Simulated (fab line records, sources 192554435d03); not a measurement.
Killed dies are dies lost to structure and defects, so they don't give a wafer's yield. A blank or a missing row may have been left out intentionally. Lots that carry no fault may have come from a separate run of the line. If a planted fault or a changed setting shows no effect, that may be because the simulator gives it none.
Split-lot trial || flow n5Finfet || 21 wafers read across 7 lots, on a route 1938 steps long

ABOUT THE SPLIT
At N5_BEOL_M11_ETCH_66 (etches SOC in N2/H2, target depth 120 nm, overetch 24 nm, time 180 s), the setting timeS was moved away from the recipe's 180 s on 7 of the 21 wafers read, by -20.4% to +13.2%. The other wafers ran this setting at the recipe's value.

The reading is taken at the split's own step.

THE READING
SiARC_of_BEOL_M11_COAT_64.thkNm (the simulator's own value, which no gauge read), in nm, at N5_BEOL_M11_ETCH_66 (etches SOC in N2/H2, target depth 120 nm, overetch 24 nm, time 180 s). No usual value for it is given in the file. Across the 14 wafers here that went through the recipe, the average is 22.9 nm and the standard deviation 0.14 nm.

{"wafer": "L075.1", "tool, chamber at the split": "rieDiel-05, 3", "timeS as run, s": 164.5, "against the recipe": "-8.6%", "SiARC_of_BEOL_M11_COAT_64.thkNm, nm": 23.2, "against lot-mates on the recipe": "+0.4"}
{"wafer": "L075.4", "tool, chamber at the split": "rieDiel-05, 1", "timeS as run, s": 180, "against the recipe": "recipe", "SiARC_of_BEOL_M11_COAT_64.thkNm, nm": 22.8, "against lot-mates on the recipe": "-"}
{"wafer": "L075.6", "tool, chamber at the split": "rieDiel-05, 1", "timeS as run, s": 180, "against the recipe": "recipe", "SiARC_of_BEOL_M11_COAT_64.thkNm, nm": 22.8, "against lot-mates on the recipe": "-"}
{"wafer": "L079.1", "tool, chamber at the split": "rieDiel-05, 3", "timeS as run, s": 180, "against the recipe": "recipe", "SiARC_of_BEOL_M11_COAT_64.thkNm, nm": 22.6, "against lot-mates on the recipe": "-"}
{"wafer": "L079.2", "tool, chamber at the split": "rieDiel-05, 2", "timeS as run, s": 158.4, "against the recipe": "-12.0%", "SiARC_of_BEOL_M11_COAT_64.thkNm, nm": 23.8, "against lot-mates on the recipe": "+1.0"}
{"wafer": "L079.5", "tool, chamber at the split": "rieDiel-05, 1", "timeS as run, s": 180, "against the recipe": "recipe", "SiARC_of_BEOL_M11_COAT_64.thkNm, nm": 23, "against lot-mates on the recipe": "-"}
{"wafer": "L084.3", "tool, chamber at the split": "rieDiel-04, 0", "timeS as run, s": 180, "against the recipe": "recipe", "SiARC_of_BEOL_M11_COAT_64.thkNm, nm": 22.8, "against lot-mates on the recipe": "-"}
{"wafer": "L084.4", "tool, chamber at the split": "rieDiel-04, 1", "timeS as run, s": 203.8, "against the recipe": "+13.2%", "SiARC_of_BEOL_M11_COAT_64.thkNm, nm": 22, "against lot-mates on the recipe": -0.9}
{"wafer": "L084.6", "tool, chamber at the split": "rieDiel-04, 1", "timeS as run, s": 180, "against the recipe": "recipe", "SiARC_of_BEOL_M11_COAT_64.thkNm, nm": 23, "against lot-mates on the recipe": "-"}
{"wafer": "L086.2", "tool, chamber at the split": "rieDiel-04, 3", "timeS as run, s": 143.3, "against the recipe": "-20.4%", "SiARC_of_BEOL_M11_COAT_64.thkNm, nm": 24.4, "against lot-mates on the recipe": "+1.6"}
{"wafer": "L086.3", "tool, chamber at the split": "rieDiel-04, 0", "timeS as run, s": 180, "against the recipe": "recipe", "SiARC_of_BEOL_M11_COAT_64.thkNm, nm": 22.6, "against lot-mates on the recipe": "-"}
{"wafer": "L086.5", "tool, chamber at the split": "rieDiel-04, 3", "timeS as run, s": 180, "against the recipe": "recipe", "SiARC_of_BEOL_M11_COAT_64.thkNm, nm": 23, "against lot-mates on the recipe": "-"}
{"wafer": "L085.2", "tool, chamber at the split": "rieDiel-04, 3", "timeS as run, s": 201.9, "against the recipe": "+12.2%", "SiARC_of_BEOL_M11_COAT_64.thkNm, nm": 22.2, "against lot-mates on the recipe": -0.8}
{"wafer": "L085.5", "tool, chamber at the split": "rieDiel-04, 2", "timeS as run, s": 180, "against the recipe": "recipe", "SiARC_of_BEOL_M11_COAT_64.thkNm, nm": 23, "against lot-mates on the recipe": "-"}
{"wafer": "L085.6", "tool, chamber at the split": "rieDiel-04, 1", "timeS as run, s": 201.9, "against the recipe": "+12.2%", "SiARC_of_BEOL_M11_COAT_64.thkNm, nm": 22, "against lot-mates on the recipe": -1.0}
{"wafer": "L088.2", "tool, chamber at the split": "rieDiel-04, 2,3", "timeS as run, s": 180, "against the recipe": "recipe", "SiARC_of_BEOL_M11_COAT_64.thkNm, nm": 23, "against lot-mates on the recipe": "-"}
{"wafer": "L088.4", "tool, chamber at the split": "rieDiel-04, 2,3", "timeS as run, s": 180, "against the recipe": "recipe", "SiARC_of_BEOL_M11_COAT_64.thkNm, nm": 23, "against lot-mates on the recipe": "-"}
{"wafer": "L088.3", "tool, chamber at the split": "rieDiel-04, 0", "timeS as run, s": 166.1, "against the recipe": "-7.7%", "SiARC_of_BEOL_M11_COAT_64.thkNm, nm": 23.2, "against lot-mates on the recipe": "+0.2"}
{"wafer": "L090.2", "tool, chamber at the split": "rieDiel-05, 0", "timeS as run, s": 180, "against the recipe": "recipe", "SiARC_of_BEOL_M11_COAT_64.thkNm, nm": 23, "against lot-mates on the recipe": "-"}
{"wafer": "L090.4", "tool, chamber at the split": "rieDiel-05, 1,0", "timeS as run, s": 180, "against the recipe": "recipe", "SiARC_of_BEOL_M11_COAT_64.thkNm, nm": 22.8, "against lot-mates on the recipe": "-"}
{"wafer": "L090.6", "tool, chamber at the split": "rieDiel-05, 1,0", "timeS as run, s": 180, "against the recipe": "recipe", "SiARC_of_BEOL_M11_COAT_64.thkNm, nm": 22.8, "against lot-mates on the recipe": "-"}
If several chambers appear in one row, that row covers several wafers at once and the file leaves open which wafer was in which chamber.

THE FIT
A straight line over all 21 wafers: SiARC_of_BEOL_M11_COAT_64.thkNm changes by -0.067 nm for each +1% of timeS; r = -0.96; the points scatter about the line by 0.15 nm.
The same after taking each lot's own level away (the mean of its wafers on the recipe; 21 wafers): -0.0718 nm for each +1%; r = -0.97; scatter 0.15 nm.
The reading moves by 1.5 nm for the largest change in timeS, on that fit.
From 22.80 to 23.00 nm: that is the span of the lots' own levels, equal to 1.4 times the standard deviation above.
Hence the lot-to-lot level has little effect on the slope; both slopes agree.
Check: with one of the wafers moved furthest among these (-20.4%) left out of the fit, the line predicts +1.35 nm for it against its lot-mates. Against them it came out at +1.6 nm.

ADDITIONAL SPLITS CARRIED BY THESE WAFERS
Before the reading, these wafers also passed through other splits. Each is held against what the fit with the lots' levels taken away leaves over:
{"other split on the same wafers": "N5_BEOL_M10_COAT_22 spinRpm", "wafers away from the commonest value": 8, "r with SiARC_of_BEOL_M11_COAT_64.thkNm (lot level and that fit taken away)": -0.17}
{"other split on the same wafers": "N5_BEOL_M11_EXPOSE_25 doseMj", "wafers away from the commonest value": 8, "r with SiARC_of_BEOL_M11_COAT_64.thkNm (lot level and that fit taken away)": -0.16}

THE FILE'S OWN FIT
SiARC_of_BEOL_M11_COAT_64.thkNm changes by -0.0713 nm for each +1% of timeS, r = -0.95.
